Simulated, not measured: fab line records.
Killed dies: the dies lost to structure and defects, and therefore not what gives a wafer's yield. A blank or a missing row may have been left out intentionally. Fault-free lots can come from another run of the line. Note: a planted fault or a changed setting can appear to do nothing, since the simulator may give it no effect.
Chamber matching | flow nand_harc | rie_diel-08 running NHARC_A_WL_FILL_STRIP_29: 4 sister chambers
The step strips in O2, time 20 s. 8 wafers are shown with their chamber, then 7 later ones without.

== WAFERS WITH THEIR CHAMBER ==
wafer  | chamber | drypump_motor_current_A (A) | rf_vpp_V (V)
L081.2 | 0       | 6.5                         | 58.0
L082.5 | 1       | 5.8                         | 56.7
L082.6 | 3       | 5.7                         | 57.5
L086.1 | 1       | 5.8                         | 57.0
L086.2 | 3       | 5.7                         | 57.9
L086.4 | 2       | 6.1                         | 56.8
L091.1 | 2       | 6.2                         | 57.6
L091.2 | 0       | 6.5                         | 57.3

== WAFERS WITH NO CHAMBER GIVEN ==
wafer  | drypump_motor_current_A (A) | rf_vpp_V (V)
L091.3 | 5.8                         | 57.3
L094.1 | 5.8                         | 57.6
L094.2 | 5.7                         | 59.9
L094.3 | 6.5                         | 59.2
L094.4 | 6.2                         | 56.5
L094.5 | 6.5                         | 57.4
L094.6 | 5.8                         | 57.1

== WHICH CHAMBER EACH ONE RAN IN ==
wafer  | from the rows above     | in truth
L091.3 | can't be placed: 1 or 3 | 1
L094.1 | can't be placed: 1 or 3 | 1
L094.2 | 3                       | 3
L094.3 | 0                       | 0
L094.4 | 2                       | 2
L094.5 | 0                       | 0
L094.6 | 1                       | 1
5 of 7 placed correctly. Can't be placed from these rows: 2 (the true chamber is among the candidates in 2). 0 placed wrongly.
How it was worked out, from the rows above alone: a wafer's distance from a chamber is the root of the sum, over the readings, of the square of ((its reading less the chamber's mean) divided by the reading's scatter). If the next closest chamber is less than 2 further off than the closest, the wafer can't be placed; otherwise it belongs to the closest. The mean given for a chamber averages the wafers shown for that chamber. The scatter: the root of (the sum of the squares of (reading less its chamber's mean) over the shown wafers, divided by (wafers less chambers)).
